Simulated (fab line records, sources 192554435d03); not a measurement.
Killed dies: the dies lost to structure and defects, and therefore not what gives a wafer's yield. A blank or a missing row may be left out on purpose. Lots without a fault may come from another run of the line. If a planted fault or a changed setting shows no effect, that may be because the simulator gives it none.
Matching of chambers :: flow n5_finfet :: pecvd-01 running N5_BEOL_M1_PECVD_72: 3 sister chambers
The step deposits SiO2 from TEOS/O2, target thk 16 nm, time 18 s. 5 wafers are shown with their chamber, then 7 later ones without.

WAFERS, EACH WITH ITS CHAMBER
wafer: L079.4
chamber: 0
showerhead_plenum_p_Torr (Torr): 8.86
throttle_valve_pct (%): 23.2

wafer: L085.3
chamber: 1
showerhead_plenum_p_Torr (Torr): 8.73
throttle_valve_pct (%): 23.2

wafer: L085.6
chamber: 2
showerhead_plenum_p_Torr (Torr): 8.74
throttle_valve_pct (%): 22.2

wafer: L089.2
chamber: 2
showerhead_plenum_p_Torr (Torr): 8.74
throttle_valve_pct (%): 22.2

wafer: L089.3
chamber: 1
showerhead_plenum_p_Torr (Torr): 8.71
throttle_valve_pct (%): 22.9

WAFERS WITHOUT THEIR CHAMBER
wafer: L089.4
showerhead_plenum_p_Torr (Torr): 8.75
throttle_valve_pct (%): 22.0

wafer: L093.1
showerhead_plenum_p_Torr (Torr): 8.73
throttle_valve_pct (%): 22.9

wafer: L093.2
showerhead_plenum_p_Torr (Torr): 8.71
throttle_valve_pct (%): 22.2

wafer: L093.4
showerhead_plenum_p_Torr (Torr): 8.74
throttle_valve_pct (%): 22.3

wafer: L096.2
showerhead_plenum_p_Torr (Torr): 8.75
throttle_valve_pct (%): 22.1

wafer: L096.3
showerhead_plenum_p_Torr (Torr): 8.72
throttle_valve_pct (%): 23.1

wafer: L096.4
showerhead_plenum_p_Torr (Torr): 8.71
throttle_valve_pct (%): 23.3

THE CHAMBER EACH PASSED THROUGH
wafer: L089.4
from the rows above: 2
in truth: 2

wafer: L093.1
from the rows above: 1
in truth: 1

wafer: L093.2
from the rows above: 2
in truth: 2

wafer: L093.4
from the rows above: 2
in truth: 2

wafer: L096.2
from the rows above: 2
in truth: 2

wafer: L096.3
from the rows above: 1
in truth: 1

wafer: L096.4
from the rows above: 1
in truth: 1
7 of 7 placed correctly. Can't be placed from these rows: 0. Wrongly placed: 0.
How it was worked out, from the rows above alone: a wafer's distance from a chamber is the root of the sum, over the readings, of the square of ((its reading less the chamber's mean) divided by the reading's scatter). The wafer belongs to the nearest chamber; if the next one is less than 2 further off, it can't be placed. A chamber's mean is the mean of its shown wafers. The scatter is the square root of a quotient: the sum, over the shown wafers, of each reading's squared deviation from its chamber's mean, divided by wafers minus chambers.
